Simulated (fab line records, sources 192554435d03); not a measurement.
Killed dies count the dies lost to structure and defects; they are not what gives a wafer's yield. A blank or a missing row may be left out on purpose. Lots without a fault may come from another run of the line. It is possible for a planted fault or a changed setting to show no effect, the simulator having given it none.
Struck lot and sound lot, side by side | flow n5_finfet | 38 out of 1938 route steps
Sound: these wafers, L732.1, L732.4, L732.6. Wafers struck: L743.4, L743.5, L743.6. Last of all comes the cause.
Order at every step that has rows: each side's tool, ch and its chambers, its first start. Under that, the readings that differ: sound wafers | struck wafers | difference of the means | sigmas: that difference in standard deviations of wafers without a fault.
alike: words and numbers the same on both sides, and readings whose means are apart by under 2 such deviations; not compared: readings that were withheld, readings missing a value for some wafer, numbers with overlapping values and no deviation given by the record, and bounds like >300 which may hide the same value.
Wherever a step has rows on one side only, a row that says differs or no value, or a row with sigmas, the two part there. When numbers do not overlap yet have no deviation, they are printed without sigmas and do not part them. A reading missing from all wafers of one side parts the sides only when that side holds two or more wafers.

first, 9 steps without rows for these wafers: N5_FIN_SAQP_SPACER2_ALD_28 (deposits SiO2, target thk 8.1 nm, pulse time 1 s, purge time 2 s); N5_FIN_SAQP_SPACER2_ETCHBACK_29 (etches SiO2 in CHF3/O2, target depth 12.2 nm, time 6.1 s); N5_FIN_SAQP_MANDREL2_REMOVE_60 (chemistry HBr/Cl2/O2, target a-Si, stops on SiNx, bt time 10 s); N5_FIN_SAQP_HM_OPEN_33 (chemistry CH3F/O2, target SiNx, target depth 49.4 nm, time 70.6 s); N5_FIN_SAQP_ETCH_34 (etches SiO2 in C4F6/O2, target depth 45 nm, time 15 s); N5_FIN_SAQP_STRIP_77 (strips in N2/H2, time 90 s); N5_FIN_SAQP_ETCH_64 (etches SiO2 in CF4, target depth 1.5 nm); N5_FIN_SAQP_FIN_ETCH_36 (etches the open film in HBr/Cl2/O2, target depth 120 nm, time 50.4 s); N5_FIN_SAQP_PRECLEAN_38 (cleans in O3/DIW, time 45 s).
N5_FIN_SAQP_PRECLEAN_45: cleans in dHF, time 10 s.
  sound on wet_bench-04 ch 3,5,6, day 3 07:45; struck on wet_bench-04 ch 0,1,7, day 6 10:20
then, 1 step without rows for these wafers: N5_FIN_SAQP_SRD_39 (time 30 s).
N5_FIN_SAQP_INSPECT_40: inspects for defects (brightfield).
  sound on defect_inspect-02 at day 3 07:49; struck on defect_inspect-01 at day 6 10:25
  reading          | sound       | struck      | difference | sigmas
  raw_defect_count | 145 164 171 | 753 788 786 | +616       | +9
then, 9 steps without rows for these wafers: N5_FIN_CUT_COAT_18 (time 60 s, resist thk 230 nm); N5_FIN_CUT_COAT_19 (time 60 s, resist thk 20 nm); N5_FIN_CUT_COAT_29 (time 60 s, resist thk 10 nm); N5_FIN_CUT_COAT_02 (resist thk 30 nm); N5_FIN_CUT_EBR_04; N5_FIN_CUT_SOFTBAKE_03 (time 60 s); N5_FIN_CUT_EXPOSE_05 (exposes mask FIN CUT); N5_FIN_CUT_PEB_06 (peb time 60 s); N5_FIN_CUT_DEVELOP_07 (develop time 30 s).
N5_FIN_CUT_INSPECT_10: inspects for defects (brightfield).
  sound on defect_inspect-02 at day 3 08:20; struck on defect_inspect-01 at day 6 10:56
  reading          | sound    | struck      | difference | sigmas
  raw_defect_count | 41 43 32 | 600 670 656 | +603       | +55
then, 14 steps without rows for these wafers: N5_FIN_CUT_DESCUM_13 (chemistry O2, time 7 s); N5_FIN_CUT_ETCH_30 (etches underlayer in N2/H2, target depth 13 nm, time 10.4 s); N5_FIN_CUT_ETCH_20 (etches SiARC in CF4, target depth 26 nm, time 43.3 s); N5_FIN_CUT_ETCH_21 (etches SOC in N2/H2, target depth 219 nm, overetch 43.8 nm, time 523.5 s); N5_FIN_CUT_STRIP_23 (strips in N2/H2); N5_FIN_CUT_STRIP_31 (strips in N2/H2); N5_FIN_CUT_STRIP_24 (strips in CF4); N5_FIN_CUT_CUT_ETCH_26 (etches SiNx in CH3F/O2, target depth 39 nm, time 55.7 s); N5_FIN_CUT_CUT_ETCH_27 (etches SiO2 in CHF3/O2, target depth 4 nm, overetch 2 nm, time 4.9 s); N5_FIN_CUT_PRECLEAN_35 (cleans in vHF, time 13.3 s); N5_FIN_CUT_CUT_ETCH_15 (etches Si in HBr/Cl2/O2, target depth 100 nm, bt time 10 s, time 42.4 s); N5_FIN_CUT_CUT_ETCH_28 (etches Si in HBr/Cl2/O2, target depth 6 nm, time 2.4 s); N5_FIN_CUT_STRIP_22 (strips in N2/H2); N5_FIN_CUT_PRECLEAN_36 (cleans in O3/DIW, time 60 s).
N5_FIN_CUT_INSPECT_17: inspects for defects (brightfield).
  sound on defect_inspect-02 at day 3 09:56; struck on defect_inspect-01 at day 6 11:53
  reading          | sound       | struck      | difference | sigmas
  raw_defect_count | 145 155 165 | 737 798 789 | +620       | +9
-- a jump in the record: the struck wafers' starts before and after are 6 days apart (it breaks off in module FIN_CUT and resumes in module BEOL_M4, where the first step shown is number 1111 of the route) --
N5_BEOL_M4_RC_MEAS_101:
  sound on prober-01 ch 0, day 9 13:31; struck on prober-02 ch 0, day 12 05:38
  alike: DIBL_N, DIBL_P, IOFF_N, IOFF_P, ION_N, ION_P, SS_N, SS_P, VT_N, VT_P

== WHERE THEY PART ==
Last at N5_FIN_CUT_INSPECT_17 as far as this record goes, first at N5_FIN_SAQP_INSPECT_40. Later steps at which nothing parts them and some readings are alike: N5_BEOL_M4_RC_MEAS_101.

WHY: the cause the simulator had injected
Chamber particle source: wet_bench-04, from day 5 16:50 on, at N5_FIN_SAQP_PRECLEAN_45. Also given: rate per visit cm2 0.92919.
